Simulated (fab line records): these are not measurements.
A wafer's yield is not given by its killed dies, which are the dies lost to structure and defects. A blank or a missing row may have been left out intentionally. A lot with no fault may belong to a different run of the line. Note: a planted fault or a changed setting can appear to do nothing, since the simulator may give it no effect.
fab line records    flow n5-finfet
record: lots: 6  wafers: 18  last-day: 18
route steps=1938 shown SD_EPI_P@314 SD_ACTIVATION@330 ILD0@335 PASSIVATION@1936
lots that met no fault: taken from a fault-free run of the same line
start-h: start of the lot's first displayed wafer, in hours after the record's first day    wait-h: hours elapsed since this lot's preceding step    " identical to the entry in the row above    L1.1+2: one row covering several wafers at once    - either no value or no given start    * or withheld: withheld    < > ~ a bound
route shown NAME@n: names a module that has steps shown in the file, with the first one's number in the route    usual: mean and standard deviation over wafers with no fault    same: alike in all rows    chamber/n: place in a boat    sites: each site's reading    _std_site: their standard deviation    _edge_site: mean of outer sites minus mean of inner sites    radius-mm: for every site, how far away it sits from the centre of the wafer    mask NAME#n: copy n    behind: the last tool/chamber to shape the wafer    hold: what put the lot on hold/how long, in hours/how the hold closed    device: whichever transistor did not switch (one of n, p or np)    end of line: the tests these same wafers got at the end of their route    for a step that has no rows: nothing shown but its recipe    killed: count of dies lost to structure and defects at first sort (not the wafer's yield)    map: the dies of a wafer, with x for killed, . for not killed, _ for no die there
set.NAME: the run value of the setting; set.NAME@STEP: its run value at that earlier step    model.NAME: the simulator's own value behind a step, which no gauge read
certain route steps with their lots: each step a table, each wafer a row
services: from which hour (start-h, from the record's first day; less than 0 if before it) a tool's chamber was out of use, for how many hours, and why
== steps ==
step: N5_SD_EPI_P_SD_RECESS_17
recipe: chemistry: HBr/Cl2/O2  target-depth-a: 391  bt-time-s: 3  pressure-mtorr: 10  icp-w: 800  bias-w: 112  HBr_flow_sccm: 150  Cl2_flow_sccm: 80  O2_flow_sccm: 12
usual: drypump-motor-current-A: 5.34/0.26  he-backside-leak-sccm: 2.8/0.3  oes-product-au: 0.994/0.012  rf-fwd-power-W: 795.1/2.8  throttle-valve-pct: 37.2/0.46
same: bt-time-s: 3
lot.wafer  tool       chamber  start-h  wait-h  drypump-motor-current-A  he-backside-leak-sccm  oes-product-au  rf-fwd-power-W  rf-hours-counter-h  throttle-valve-pct
L237.1     rie-si-03  2        61.26    0.0     5.24                     3.0                    1.007           789.8           93                  37.3
L237.2     "          3        "        "       4.95                     2.9                    1.001           798.1           62                  37.1
L237.5     "          2        "        "       5.25                     2.9                    0.998           790.5           -                   37.3
L243.1     rie-si-01  2        100.82   0.0     5.36                     2.5                    0.997           796.2           155                 38.0
L243.2     "          1        "        "       4.84                     3.0                    0.990           796.9           84                  37.8
L243.5     "          3        "        "       5.49                     3.5                    1.012           795.1           -                   36.8
L249.1     rie-si-01  1        133.01   0.0     4.85                     2.8                    0.990           796.9           85                  37.8
L249.2     "          3        "        "       5.52                     3.4                    1.008           797.1           194                 36.8
L249.5     "          1        "        "       4.85                     3.0                    0.986           797.1           -                   37.8
L250.2     rie-si-03  2        137.70   0.0     5.25                     2.7                    0.996           790.3           94                  37.3
L250.5     "          2        "        "       5.25                     2.5                    1.000           788.6           -                   37.3
L250.6     "          1        "        "       5.42                     2.7                    0.973           792.6           -                   36.5
L258.1     rie-si-01  0        185.01   0.0     5.53                     2.3                    1.015           794.1           102                 37.3
L258.2     "          1        "        "       4.83                     2.8                    0.988           796.6           86                  37.8
L258.4     "          2        "        "       5.31                     2.4                    1.000           792.4           157                 38.0
L259.1     rie-si-05  1        195.38   0.0     5.57                     2.6                    0.986           799.0           182                 36.6
L259.4     "          3        "        "       5.70                     2.9                    0.998           791.5           7                   37.3
L259.6     "          2        "        "       5.47                     3.1                    0.975           794.1           -                   37.3
step: N5_SD_EPI_P_WET_ETCH_45
recipe: chemistry: dHF  dilution: withheld  time-s: 10.7  target: SiO2  target-depth-a: 20  temp-c: 25  dry: ipa-marangoni  rinse-time-s: 30  rinse-temp-c: 23
step: N5_SD_EPI_P_STRIP_40
recipe: chemistry: N2/H2  power-w: 1000  temp-c: 250  h2-frac: 0.65  overash-fraction: 0.3  pressure-mtorr: withheld  n2-flow-sccm: 1750  h2-flow-sccm: 3250
usual: drypump-motor-current-A: 5.6/0.32  heater-power-w: 328/11  oes-product-au: 0.761/0.011
lot.wafer  tool             chamber  start-h  wait-h  drypump-motor-current-A  heater-power-w  oes-product-au  rf-hours-counter-h
L237.1     plasma-asher-02  1        61.40    0.0     5.5                      318             0.769           34
L237.2     "                0        "        "       5.4                      340             0.761           34
L237.5     "                1        "        "       5.5                      327             0.748           -
L243.1     plasma-asher-02  0        100.96   0.0     5.3                      338             0.761           41
L243.2     "                1        "        "       5.5                      321             0.751           41
L243.5     "                1        "        "       5.5                      320             0.770           -
L249.1     plasma-asher-02  0        133.16   0.0     5.3                      348             0.770           46
L249.2     "                1        "        "       5.5                      318             0.758           46
L249.5     "                1        "        "       5.5                      315             0.773           -
L250.2     plasma-asher-01  0        137.85   0.0     6.2                      329             0.758           100
L250.5     "                1        "        "       5.7                      315             0.743           -
L250.6     "                0        "        "       6.2                      329             0.768           -
L258.1     plasma-asher-02  1        185.44   0.3     5.5                      316             0.775           56
L258.2     "                0        "        "       5.3                      345             0.774           56
L258.4     "                1        "        "       5.5                      327             0.761           -
L259.1     plasma-asher-01  1        195.53   0.0     5.7                      323             0.749           113
L259.4     "                0        "        "       6.2                      319             0.739           -
L259.6     "                1        "        "       5.6                      319             0.758           -
step: N5_SD_EPI_P_PRECLEAN_52
recipe: chemistry: O3/DIW  time-s: 60  temp-c: 22  o3-ppm: 10
step: N5_SD_EPI_P_SRD_20
recipe: dry: ipa-marangoni  do-ppb: 5  time-s: 30  temp-c: 23  rinse-liquid: diw
step: N5_SD_EPI_P_PRECLEAN_51
recipe: chemistry: NF3:NH3  afs-cycles: 1  temp-c: 30  time-s: 20  sublimation-temp-c: 180  sublimation-time-s: 60  pressure-torr: 3  rf-power-w: 30
step: N5_SD_EPI_P_VAPOR_ETCH_44
recipe: chemistry: NF3/Ar  target: SiGe30  temp-c: 25  time-s: 3.3  mode: isotropic
step: N5_SD_EPI_P_EPI_21
recipe: material: SiGe:B  dopant: B  temp-c: 550  pressure-torr: 20  ambient: H2  time-s: 355
step: N5_SD_EPI_P_EPI_MEAS_23
recipe: mode: xrd
usual: thk-nm: 61.1/1.3
lot.wafer  tool           chamber  start-h  wait-h  thk-nm
L237.1     film-metro-01  -        64.12    1.8     61.6
L237.2     "              -        "        "       61.0
L237.5     "              -        "        "       60.0
L243.1     film-metro-01  -        103.68   1.8     62.4
L243.2     "              -        "        "       63.2
L243.5     "              -        "        "       64.0
L249.1     film-metro-02  -        136.73   2.5     59.7
L249.2     "              -        "        "       61.6
L249.5     "              -        "        "       60.7
L250.2     film-metro-02  -        141.40   2.0     61.3
L250.5     "              -        "        "       61.2
L250.6     "              -        "        "       63.0
L258.1     film-metro-02  -        188.99   2.4     61.9
L258.2     "              -        "        "       63.9
L258.4     "              -        "        "       60.7
L259.1     film-metro-01  -        199.08   2.4     58.4
L259.4     "              -        "        "       61.5
L259.6     "              -        "        "       61.4
step: N5_SD_EPI_P_HM_STRIP_48
recipe: chemistry: H3PO4  temp-c: 160  material: SiNx  target: SiNx  target-depth-a: 30  overetch-fraction: 0.3
step: N5_SD_EPI_P_SRD_49
recipe: dry: ipa-marangoni  time-s: 30  temp-c: 23  rinse-liquid: diw
step: N5_SD_EPI_P_PRECLEAN_24
recipe: chemistry: O3/DIW  time-s: 45  temp-c: 22  o3-ppm: 10
step: N5_SD_EPI_P_PRECLEAN_32
recipe: chemistry: dHF  time-s: 10  dilution: 500:1  temp-c: 25
same: time-s: 10
lot.wafer   tool          chamber  start-h  wait-h
L237.1+2+5  wet-bench-03  7,2,0    64.23    0.0
L243.1+2+5  wet-bench-01  0,5,4    103.79   0.0
L249.1+2+5  wet-bench-03  7,5,1    136.85   0.0
L250.2+5+6  wet-bench-03  2,3,0    141.53   0.0
L258.1+2+4  wet-bench-01  3,2,1    189.11   0.0
L259.1+4+6  wet-bench-06  7,1,0    199.20   0.0
step: N5_SD_EPI_P_PRECLEAN_33
recipe: chemistry: SC2  time-s: 45  temp-c: 35  mix: 1:1:50
step: N5_SD_EPI_P_SRD_25
recipe: time-s: 30  temp-c: 23  rinse-liquid: diw  dry: ipa-marangoni
step: N5_SD_EPI_P_INSPECT_26
recipe: inspect-instrument: darkfield  mode: post-epi
usual: raw-defect-count: 173/39
lot.wafer  tool               chamber  start-h  wait-h  raw-defect-count
L237.1     defect-inspect-01  -        64.29    0.0     185
L237.2     "                  -        "        "       116
L237.5     "                  -        "        "       172
L243.1     defect-inspect-01  -        103.85   0.0     177
L243.2     "                  -        "        "       143
L243.5     "                  -        "        "       129
L249.1     defect-inspect-02  -        136.91   0.0     923
L249.2     "                  -        "        "       921
L249.5     "                  -        "        "       941
L250.2     defect-inspect-01  -        141.58   0.0     929
L250.5     "                  -        "        "       924
L250.6     "                  -        "        "       890
L258.1     defect-inspect-01  -        189.16   0.0     177
L258.2     "                  -        "        "       290
L258.4     "                  -        "        "       180
L259.1     defect-inspect-01  -        199.25   0.0     167
L259.4     "                  -        "        "       172
L259.6     "                  -        "        "       218
step: N5_SD_ACTIVATION_RTA_00
recipe: temp-c: 975  time-s: 0  ambient: N2  idle-temp-c: 600  ramp-up-c-per-s: 150  ramp-down-c-per-s: 60  cool-to-c: 600
usual: lamp-power-pct: 8.96/0.052  lamp_zone_5_pct: 8.954/0.026  lamp_zone_6_pct: 8.873/0.029  lamp_zone_7_pct: 9.351/0.025  wafer_temp_C_max: 975.3/2
same: time-s: 0
lot.wafer  tool           chamber  start-h  wait-h  lamp-power-pct  lamp_zone_5_pct  lamp_zone_6_pct  lamp_zone_7_pct  wafer_temp_C_max
L237.1     rtp-anneal-01  0        64.37    0.1     8.86            8.924            8.896            9.352            974.5
L237.2     "              0        "        "       8.97            8.987            8.935            9.364            972.6
L237.5     "              0        "        "       8.99            8.984            8.826            9.367            976.5
L243.1     rtp-anneal-01  0        104.07   0.2     9.01            8.991            8.842            9.365            973.0
L243.2     "              0        "        "       9.02            8.961            8.829            9.325            975.4
L243.5     "              0        "        "       9.01            8.943            8.867            9.390            976.1
L249.1     rtp-anneal-02  0        136.94   0.0     8.91            8.930            8.883            9.385            976.6
L249.2     "              0        "        "       9.02            8.987            8.907            9.367            973.7
L249.5     "              0        "        "       8.94            8.968            8.889            9.370            976.9
L250.2     rtp-anneal-01  0        141.64   0.1     8.98            8.951            8.875            9.319            975.5
L250.5     "              0        "        "       9.05            8.949            8.837            9.340            978.0
L250.6     "              0        "        "       8.93            8.972            8.884            9.351            975.4
L258.1     rtp-anneal-02  0        189.19   0.0     9.02            8.948            8.851            9.358            977.1
L258.2     "              0        "        "       8.93            8.955            8.856            9.342            976.9
L258.4     "              0        "        "       8.94            8.952            8.880            9.373            972.4
L259.1     rtp-anneal-01  0        199.28   0.0     8.98            8.908            8.906            9.334            973.5
L259.4     "              0        "        "       8.95            8.923            8.902            9.321            975.1
L259.6     "              0        "        "       8.88            8.951            8.889            9.401            980.5
step: N5_SD_ACTIVATION_LSA_01
recipe: temp-c: 1080  time-s: 0.0008  ambient: N2
usual: wafer_temp_C_max: 1086.9/2.7
same: time-s: 0.0008
lot.wafer  tool             chamber  start-h  wait-h  wafer_temp_C_max
L237.1     laser-anneal-02  0        64.59    0.2     1084.0
L237.2     "                0        "        "       1084.0
L237.5     "                0        "        "       1084.6
L243.1     laser-anneal-02  0        104.27   0.2     1083.1
L243.2     "                0        "        "       1085.4
L243.5     "                0        "        "       1084.6
L249.1     laser-anneal-02  0        137.14   0.2     1083.9
L249.2     "                0        "        "       1084.9
L249.5     "                0        "        "       1085.2
L250.2     laser-anneal-01  0        141.84   0.2     1088.6
L250.5     "                0        "        "       1088.3
L250.6     "                0        "        "       1091.1
L258.1     laser-anneal-02  0        189.39   0.2     1084.7
L258.2     "                0        "        "       1085.6
L258.4     "                0        "        "       1085.9
L259.1     laser-anneal-02  0        199.48   0.2     1084.0
L259.4     "                0        "        "       1083.3
L259.6     "                0        "        "       1085.1
step: N5_SD_ACTIVATION_INSPECT_02
recipe: inspect-instrument: darkfield  mode: post-anneal
usual: raw-defect-count: 173/37
lot.wafer  tool               chamber  start-h  wait-h  raw-defect-count
L237.1     defect-inspect-02  -        65.11    0.2     203
L237.2     "                  -        "        "       128
L237.5     "                  -        "        "       188
L243.1     defect-inspect-01  -        104.80   0.2     168
L243.2     "                  -        "        "       144
L243.5     "                  -        "        "       129
L249.1     defect-inspect-01  -        137.66   0.2     952
L249.2     "                  -        "        "       917
L249.5     "                  -        "        "       944
L250.2     defect-inspect-02  -        142.34   0.1     926
L250.5     "                  -        "        "       935
L250.6     "                  -        "        "       890
L258.1     defect-inspect-01  -        189.92   0.2     182
L258.2     "                  -        "        "       289
L258.4     "                  -        "        "       195
L259.1     defect-inspect-02  -        200.01   0.2     163
L259.4     "                  -        "        "       182
L259.6     "                  -        "        "       213
step: N5_ILD0_LINER_00
recipe: material: SiNx  target-thk-a: 40  temp-c: 400  ald-precursor-family: SiH2I2  ald-co-reactant: N2/H2-plasma  pulse-time-s: 1  purge-time-s: 2  co-reactant-purge-time-s: 2  ald-cycles: 80  pressure-torr: 2
usual: heater-power-w: 832/49  precursor-pulse-height-rel: 1.000/0.019
lot.wafer  tool        chamber  start-h  wait-h  heater-power-w  precursor-pulse-height-rel  since-wet-clean-h
L237.1     ald-sin-01  2        65.15    0.0     801             1.007                       161
L237.2     "           3        "        "       882             1.007                       161
L237.5     "           0        "        "       884             0.962                       -
L243.1     ald-sin-01  2        104.92   0.1     781             1.019                       201
L243.2     "           1        "        "       853             0.977                       201
L243.5     "           3        "        "       888             0.995                       -
L249.1     ald-sin-04  3        137.70   0.0     876             0.995                       39
L249.2     "           2        "        "       760             0.989                       39
L249.5     "           0        "        "       822             0.979                       -
L250.2     ald-sin-04  3        142.38   0.0     858             0.986                       43
L250.5     "           3        "        "       877             0.968                       -
L250.6     "           0        "        "       804             1.006                       -
L258.1     ald-sin-02  0        189.95   0.0     798             1.039                       182
L258.2     "           1        "        "       891             0.989                       182
L258.4     "           3        "        "       909             1.004                       182
L259.1     ald-sin-04  3        200.35   0.3     871             0.989                       101
L259.4     "           3        "        "       869             1.011                       -
L259.6     "           2        "        "       749             1.006                       -
step: N5_PASSIVATION_PROBE_49
usual: killed_at_M0_to_M3: 34/11  killed_at_M4_up: 14/5.6  killed-at-contacts: 13/5.9  killed-at-front-end: 40/11  killed-at-other: 4/3.1  killed-dies: 105/16  killed-open: 68/11  killed-short: 34/8.4
same: gross-dies: 1180  killed-at-back-side: 0
lot.wafer  tool       chamber  start-h  wait-h  killed_at_M0_to_M3  killed_at_M4_up  killed-at-contacts  killed-at-front-end  killed-at-other  killed-dies  killed-open  killed-short
L243.1     prober-02  -        320.17   0.0     51                  13               20                  39                   6                129          93           33
L243.5     prober-02  -        320.37   0.2     41                  17               16                  41                   5                120          88           28
L250.2     prober-02  -        380.93   0.1     45                  11               10                  167                  5                238          78           32
L250.5     prober-02  -        381.08   0.2     44                  10               8                   177                  12               251          71           41
L250.6     prober-02  -        381.13   0.3     39                  8                11                  173                  9                240          64           34
L249.1     prober-01  -        389.25   0.0     39                  16               16                  106                  5                182          76           34
L249.2     prober-01  -        389.30   0.1     34                  8                16                  172                  4                234          70           33
L249.5     prober-01  -        389.45   0.2     38                  15               14                  173                  5                245          79           38
killed by level:class
L243.1 MOL_CONTACT_COAG:geometric-particle:open=18 BEOL_M2:geometric-particle:open=15 STI_FIN_REVEAL:geometric-particle:open=11 FIN_SAQP:geometric-particle:open=10 BEOL_M1:geometric-particle:open=8 BEOL_M4:geometric-particle:open=7 BEOL_M3:geometric-particle:open=6 BEOL_M0_SAQP:geometric-particle:open=5
L243.5 MOL_CONTACT_COAG:geometric-particle:open=12 STI_FIN_REVEAL:geometric-particle:open=11 BEOL_M2:geometric-particle:open=9 FIN_SAQP:geometric-particle:open=8 BEOL_M3:geometric-particle:open=8 BEOL_M4:geometric-particle:open=7 BEOL_M0:geometric-particle:open=7 BEOL_M0_SAQP:geometric-particle:short=5
L250.2 SD_EPI_P:unspecified=127 BEOL_M0_SAQP:geometric-particle:short=13 STI_FIN_REVEAL:geometric-particle:open=9 BEOL_M0_SAQP:geometric-particle:open=9 BEOL_M1:geometric-particle:open=9 FIN_SAQP:geometric-particle:open=7 DUMMY_GATE:geometric-particle:open=7 MOL_CONTACT_COAG:geometric-particle:open=6
L250.5 SD_EPI_P:unspecified=133 BEOL_M0_SAQP:geometric-particle:short=16 BEOL_M0_SAQP:geometric-particle:open=12 BEOL_M2:geometric-particle:open=10 FIN_SAQP:geometric-particle:open=9 FIN_SAQP:geometric-particle:short=8 MOL_CONTACT_COAG:geometric-particle:open=8 GATE_CUT:geometric-particle:short=5
L250.6 SD_EPI_P:unspecified=138 MOL_CONTACT_COAG:geometric-particle:open=11 BEOL_M0_SAQP:geometric-particle:short=11 BEOL_M0_SAQP:geometric-particle:open=9 BEOL_M2:geometric-particle:open=9 FIN_SAQP:geometric-particle:open=8 BEOL_M1:geometric-particle:open=7 STI_FIN_REVEAL:geometric-particle:open=6
L249.1 SD_EPI_P:unspecified=71 MOL_CONTACT_COAG:geometric-particle:open=14 BEOL_M0_SAQP:geometric-particle:open=13 BEOL_M1:geometric-particle:open=9 FIN_SAQP:geometric-particle:short=8 BEOL_M4:geometric-particle:open=8 BEOL_M0_SAQP:geometric-particle:short=7 DUMMY_GATE:geometric-particle:open=5
L249.2 SD_EPI_P:unspecified=130 MOL_CONTACT_COAG:geometric-particle:open=15 STI_FIN_REVEAL:geometric-particle:open=10 BEOL_M0:geometric-particle:open=10 FIN_SAQP:geometric-particle:short=9 BEOL_M0_SAQP:geometric-particle:open=8 BEOL_M4:geometric-particle:open=6 BEOL_M0_SAQP:geometric-particle:short=6
L249.5 SD_EPI_P:unspecified=126 STI_FIN_REVEAL:geometric-particle:open=15 MOL_CONTACT_COAG:geometric-particle:open=11 BEOL_M0_SAQP:geometric-particle:short=11 BEOL_M0_SAQP:geometric-particle:open=10 DUMMY_GATE:geometric-particle:open=8 BEOL_M4:geometric-particle:open=8 BEOL_M1:geometric-particle:open=7
map L249.5 (x killed, . not)
_________________............________________
______________x.x.......x......._____________
___________......x....x...........x__________
__________....xx.x...x....x........._________
________...........x.................._______
_______x......x.........x..............______
______................................xx_____
_____...............x........x....x.xx...____
____..........x...........................___
___..........x.........x...x.x.............__
___.x..............x.x............x........__
__..x.........x..............x..........xx.._
__..x....x..x....x................x......x.._
_.x.x.x.............x........xx..............
_...x.x....x.......x...........x.xx..........
_....xx..............x........x..............
_.x....x....x.xx.......x........x..xx........
_.....x........x...xx..x....x...x............
_...........xxx.xxxxxxx........x.............
_..........x.xxxxxxx.xxxx.......x....xx......
_...xx.x....xx.xxxxxxxxx..x..................
__...x...x..xxxxxxxxxxxxx..................._
__.......x..x.xxxxxxxxxxx..x.....x......x.x._
___......xx.xxxxxxxxxxxxx.x.x..x...........__
___......x.xx.xxxxxxxxxxxx.x.....x.........__
____...x....xxxxxxxxxxxxxxx...............___
_____..x....xxxxxxxxxxxxx.....x..........____
______.x......xxx.xxxxx................._____
_______.......xxxxxx.x....x..x.........______
________...x.x...x..xx................_______
__________......x.x......xx........._________
___________........x.x.........x...__________
______________.............x...._____________
_________________............________________
map L250.5 (x killed, . not)
_________________............________________
______________.......x.........x_____________
___________.x.......x..............__________
__________.........x.......x........_________
________.....x....x............x...x.._______
_______...x......x.....x...............______
______...x.x.........x.................._____
_____..x....x...............x..........x.____
____.............x........x...............___
___....xx...................x..x....x.x...x__
___...x................x......x............__
__.x......xx....x...........x.....x........._
__...x......x........x.....x............x..._
_......x......x.............................x
_.x...................................x....x.
_...........x......x.xxxxx.x..x..............
_...................xxxx.xx..........x....x.x
_.............x.x.x.xxxxxxxxxx...............
_x..........x....xxxxxxxxxxxxxxxx......x.x...
_.x..........x...xxxxxxxxxxxxxx.......x......
_..x...x.........xxxxxxxxxxxxxx..............
__x.........x...x.xxxxxxxxxxxxxx.x..x......._
__................xxxxxxxxxxxxxx....x....x.._
___...x.........x..xxxxxxxxxxxx........x...__
___x...........xx...xxxxxxxxxxxx.x.....x..x__
____.........x.....xxxxxxxxxxx............___
_____..........x....xx..xxxxxxx......x...____
______.xxx.x....x......x.x.x...........x_____
_______xx...x....x.x.......x.xx........______
________..x..................x...x...._______
__________..........x.......x......._________
___________.x.xx...............x...__________
______________.................._____________
_________________........x...________________
== services ==
tool             chamber  start-h  hours  kind
laser-anneal-02  -        40.74    2.0    pm
rie-si-05        2        47.64    4.9    repair
rie-si-01        2        52.77    12.3   repair
rie-si-03        0        62.68    2.8    repair
plasma-asher-02  -        64.01    2.1    repair
ald-sin-04       -        85.25    14.0   pm
ald-sin-04       0        85.25    14.0   vent-cycle
ald-sin-04       1        85.25    14.0   vent-cycle
ald-sin-04       2        85.25    14.0   vent-cycle
ald-sin-04       3        85.25    14.0   vent-cycle
ald-sin-02       0        95.73    15.3   repair
ald-sin-04       0        99.25    -      clean
ald-sin-04       1        99.25    -      clean
ald-sin-04       2        99.25    -      clean
ald-sin-04       3        99.25    -      clean
wet-bench-06     -        114.05   3.1    repair
rie-si-01        -        117.01   2.8    pm
ald-sin-01       2        133.41   14.0   repair
plasma-asher-02  -        146.34   14.6   repair
rie-si-01        3        149.30   -      clean
rie-si-01        3        149.30   16.9   scheduled-down
ald-sin-04       -        155.76   12.3   repair
laser-anneal-01  -        179.54   18.5   pm
plasma-asher-01  -        182.05   4.8    repair
== key ==
first-sign: step: N5_SD_EPI_P_INSPECT_26  reading: raw-defect-count  direction: up  sigmas: 19  usual: 173  struck: 921
effect: step: N5_SD_ACTIVATION_INSPECT_02  reading: raw-defect-count  direction: up  sigmas: 20  usual: 173  struck: 927
effect: step: N5_PASSIVATION_PROBE_49  reading: killed-at-front-end  direction: up  sigmas: 11  usual: 40  struck: 161
more-kills-born-at: N5_SD_EPI_P_PRECLEAN_32@wet-bench-03: 725
met-at N5_SD_EPI_P_PRECLEAN_32
struck-wafers L249.1,L249.2,L249.5,L250.2,L250.5,L250.6
tester-left-out L249,L250
onset-between 64.23 136.85
fault: kind: chamber-particle-source  tool: wet-bench-03  chamber: -  onset-h: 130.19  steps: N5_SD_EPI_P_PRECLEAN_32  rate-per-visit-cm2: 1.1797  end-h: 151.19
tester-left-out: of these lots the tester's yield and bins aren't shown, on N5 and GAA mostly nor the transistor test; their killed dies are dies lost to structure and defects alone, not to doping, threshold or leakage, so they don't give the yield
